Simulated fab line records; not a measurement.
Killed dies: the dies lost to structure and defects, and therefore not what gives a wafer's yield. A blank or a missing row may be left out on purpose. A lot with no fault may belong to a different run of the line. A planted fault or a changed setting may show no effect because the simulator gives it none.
Which of the tools did it? | flow nand_harc | 14 lots, 41 wafers sampled, at 6 steps of a route of 1302

## WHAT THE GAUGES SHOWED, per wafer
NHARC_P_BONDPAD_THK_MEAS_20: measures by xrf.
lot  | measured     | on            | thk_nm (nm)
L957 | day 6 16:29  | film_metro-02 | 161.4 161.1 159.2
L958 | day 7 08:14  | film_metro-02 | 158.9 158.7 159.3
L961 | day 8 05:26  | film_metro-02 | 162.3 160.2 158.0
L962 | day 8 17:00  | film_metro-01 | 160.5 159.5 161.6
L963 | day 9 03:58  | film_metro-02 | 159.9 158.0 155.6
L964 | day 9 12:46  | film_metro-01 | 159.7 160.1 162.3
L965 | day 10 01:03 | film_metro-01 | 163.7 160.5 159.2
L966 | day 10 06:16 | film_metro-01 | 159.5 159.0 159.0
L968 | day 11 01:20 | film_metro-02 | 160.2 163.2 161.7
L969 | day 11 16:45 | film_metro-02 | 162.1 160.2 159.3
L970 | day 12 01:43 | film_metro-01 | 161.4 162.4 161.9
L973 | day 13 12:53 | film_metro-01 | 160.1 158.8 162.9
L974 | day 13 21:16 | film_metro-01 | 158.9 159.0
L977 | day 15 02:50 | film_metro-01 | 159.6 159.7 161.7

NHARC_A_ZERO_WELL_INSPECT_17.
lot  | measured     | on                | raw_defect_count
L957 | day 6 19:23  | defect_inspect-01 | 6 5 6
L958 | day 7 11:33  | defect_inspect-01 | 14 5 4
L961 | day 8 08:19  | defect_inspect-02 | 14 15 11
L962 | day 8 19:59  | defect_inspect-01 | 15 18 10
L963 | day 9 06:57  | defect_inspect-02 | 6 11 10
L964 | day 9 15:46  | defect_inspect-02 | 14 10 10
L965 | day 10 04:03 | defect_inspect-01 | 9 8 17
L966 | day 10 09:08 | defect_inspect-01 | 15 11 11
L968 | day 11 04:19 | defect_inspect-02 | 3 8 7
L969 | day 11 19:43 | defect_inspect-02 | 8 8 11
L970 | day 12 04:48 | defect_inspect-02 | 10 11 4
L973 | day 13 15:53 | defect_inspect-01 | 4 9 14
L974 | day 14 00:16 | defect_inspect-01 | 7 13
L977 | day 15 05:44 | defect_inspect-02 | 11 7 3

NHARC_A_ONON_D1_THK_MEAS_02: measures by ellipsometry.
lot  | measured     | on            | thk_nm (nm)
L957 | day 7 13:20  | film_metro-01 | 1001 1003 1003
L958 | day 8 07:47  | film_metro-02 | 1006 1003 1004
L961 | day 9 05:23  | film_metro-01 | 1014 1013 1013
L962 | day 9 18:33  | film_metro-01 | 1001 1001 1003
L963 | day 10 03:22 | film_metro-02 | 989 990 990
L964 | day 10 15:12 | film_metro-02 | 1009 1009 1009
L965 | day 11 00:53 | film_metro-02 | 989 991 992
L966 | day 11 06:02 | film_metro-01 | 999 998 1000
L968 | day 11 22:17 | film_metro-02 | 987 988 988
L969 | day 12 15:54 | film_metro-01 | 1013 1012 1012
L970 | day 13 01:17 | film_metro-01 | 1004 1004 1005
L973 | day 14 15:41 | film_metro-01 | 999 997 1000
L974 | day 14 21:35 | film_metro-01 | 384 994
L977 | day 16 03:35 | film_metro-02 | 1004 395 1004

NHARC_END_SORT_01.
lot  | measured     | on        | killed_at_array | killed_at_other | killed_at_periphery | killed_dies | killed_open | killed_short
L969 | day 29 00:47 | prober-02 | 37              | 0               | 2                   | 39          | 3           | 5
L974 | day 32 08:10 | prober-02 | 673 50          | 0 0             | 4 5                 | 677 55      | 6 2         | 1 5
L977 | day 32 22:00 | prober-01 | 37 672 28       | 0 0 1           | 2 5 2               | 39 677 31   | 7 7 5       | 1 1 0

## WHAT TOOL EACH LOT RAN ON (gives the tool, then ch and the chambers of the sampled wafers, and finally the start)
lot  | NHARC_A_ZERO_WELL_RTA_16         | NHARC_A_ONON_D1_DEP_00
L957 | rtp_anneal-01 ch 0, day 6 19:11  | pecvd_onon-01 ch 0, day 7 12:50
L958 | rtp_anneal-01 ch 0, day 7 11:21  | pecvd_onon-04 ch 0, day 8 07:16
L961 | rtp_anneal-02 ch 0, day 8 08:08  | pecvd_onon-04 ch 0, day 9 04:55
L962 | rtp_anneal-02 ch 0, day 8 19:49  | pecvd_onon-01 ch 0, day 9 18:06
L963 | rtp_anneal-01 ch 0, day 9 06:47  | pecvd_onon-01 ch 0, day 10 02:55
L964 | rtp_anneal-01 ch 0, day 9 15:35  | pecvd_onon-02 ch 0, day 10 14:41
L965 | rtp_anneal-02 ch 0, day 10 03:51 | pecvd_onon-01 ch 0, day 11 00:23
L966 | rtp_anneal-02 ch 0, day 10 08:56 | pecvd_onon-01 ch 0, day 11 05:32
L968 | rtp_anneal-02 ch 0, day 11 04:10 | pecvd_onon-01 ch 0, day 11 21:50
L969 | rtp_anneal-01 ch 0, day 11 19:34 | pecvd_onon-04 ch 0, day 12 15:27
L970 | rtp_anneal-02 ch 0, day 12 04:37 | pecvd_onon-01 ch 0, day 13 00:46
L973 | rtp_anneal-02 ch 0, day 13 15:41 | pecvd_onon-01 ch 0, day 14 15:10
L974 | rtp_anneal-02 ch 0, day 14 00:08 | pecvd_onon-01 ch 0, day 14 21:15
L977 | rtp_anneal-02 ch 0, day 15 05:34 | pecvd_onon-01 ch 0, day 16 03:08
- NHARC_A_ZERO_WELL_RTA_16: time 10 s.
- NHARC_A_ONON_D1_DEP_00: target thk 1000 nm.

## WHAT THE TOOLS THEMSELVES READ (means of the sampled wafers that have a number; where no wafer has one, the mark that the record gives instead)
NHARC_A_ZERO_WELL_RTA_16.
lot  | tool          | anneal_temp_c_max | lamp_power_pct (%) | lamp_zone_2_pct (%) | lamp_zone_6_pct (%) | wafer_temp_C_max
L957 | rtp_anneal-01 | 1005.2            | 30.6               | 30.6                | 30.5                | 1004.9
L958 | rtp_anneal-01 | 1004.3            | 30.5               | 30.6                | 30.5                | 1003.1
L961 | rtp_anneal-02 | 1007.1            | 32.8               | 32.8                | 32.8                | 1006.7
L962 | rtp_anneal-02 | 1006.2            | 32.8               | 32.8                | 32.8                | 1007.0
L963 | rtp_anneal-01 | 1005.0            | 30.6               | 30.5                | 30.5                | 1004.8
L964 | rtp_anneal-01 | 1004.9            | 30.6               | 30.5                | 30.5                | 1005.1
L965 | rtp_anneal-02 | 1006.9            | 32.9               | 32.9                | 32.8                | 1005.5
L966 | rtp_anneal-02 | 1006.7            | 32.9               | 32.9                | 32.8                | 1007.0
L968 | rtp_anneal-02 | 1006.9            | 32.9               | 32.9                | 32.8                | 1005.9
L969 | rtp_anneal-01 | 1005.2            | 30.5               | 30.5                | 30.5                | 1005.5
L970 | rtp_anneal-02 | 1006.3            | 32.9               | 32.9                | 32.8                | 1005.6
L973 | rtp_anneal-02 | 1006.6            | 32.9               | 32.9                | 32.8                | 1006.6
L974 | rtp_anneal-02 | 1005.9            | 32.8               | 32.9                | 32.8                | 1005.1
L977 | rtp_anneal-02 | 1007.6            | 32.8               | 32.9                | 32.7                | 1007.1

## THE ANSWER, worked out from the rows above alone
Rule: usual is defined by the lots themselves. The widest of any qualifying gaps counts: lots, ordered by their means at a reading, are off when they make up no more than a third of the lots, leave a main group of 4 or more, and stand apart from it by 3 or more times the standard deviation of that group's means. If all means in a main group match to the digits the tables above print for the reading, that group is not used. A lot without any number at a reading at which 4 lots or more have one is off too. All remaining lots with rows at the step are treated as sound. The gauges are gone through in route order, then the tools' own readings, and for those a lot's mean is taken as printed above. At the first step where some lot is off, the reading lying furthest off is the one used; lots without a number count as furthest.
Off: L974, L977, at NHARC_A_ONON_D1_THK_MEAS_02 (thk_nm). The main group has a mean of 1001 nm with a standard deviation of 8.1.
If a tool, at a process step before that reading, ran all the lots that are off and no sound lot after the first of them, it fits. Those tools and the gauges at NHARC_A_ONON_D1_THK_MEAS_02 are tried in the same way. 2 tools fit, rtp_anneal-02 at NHARC_A_ZERO_WELL_RTA_16 and pecvd_onon-01 at NHARC_A_ONON_D1_DEP_00, so this cannot tell which one it is.

## WHAT THE SIMULATOR HAD PUT IN
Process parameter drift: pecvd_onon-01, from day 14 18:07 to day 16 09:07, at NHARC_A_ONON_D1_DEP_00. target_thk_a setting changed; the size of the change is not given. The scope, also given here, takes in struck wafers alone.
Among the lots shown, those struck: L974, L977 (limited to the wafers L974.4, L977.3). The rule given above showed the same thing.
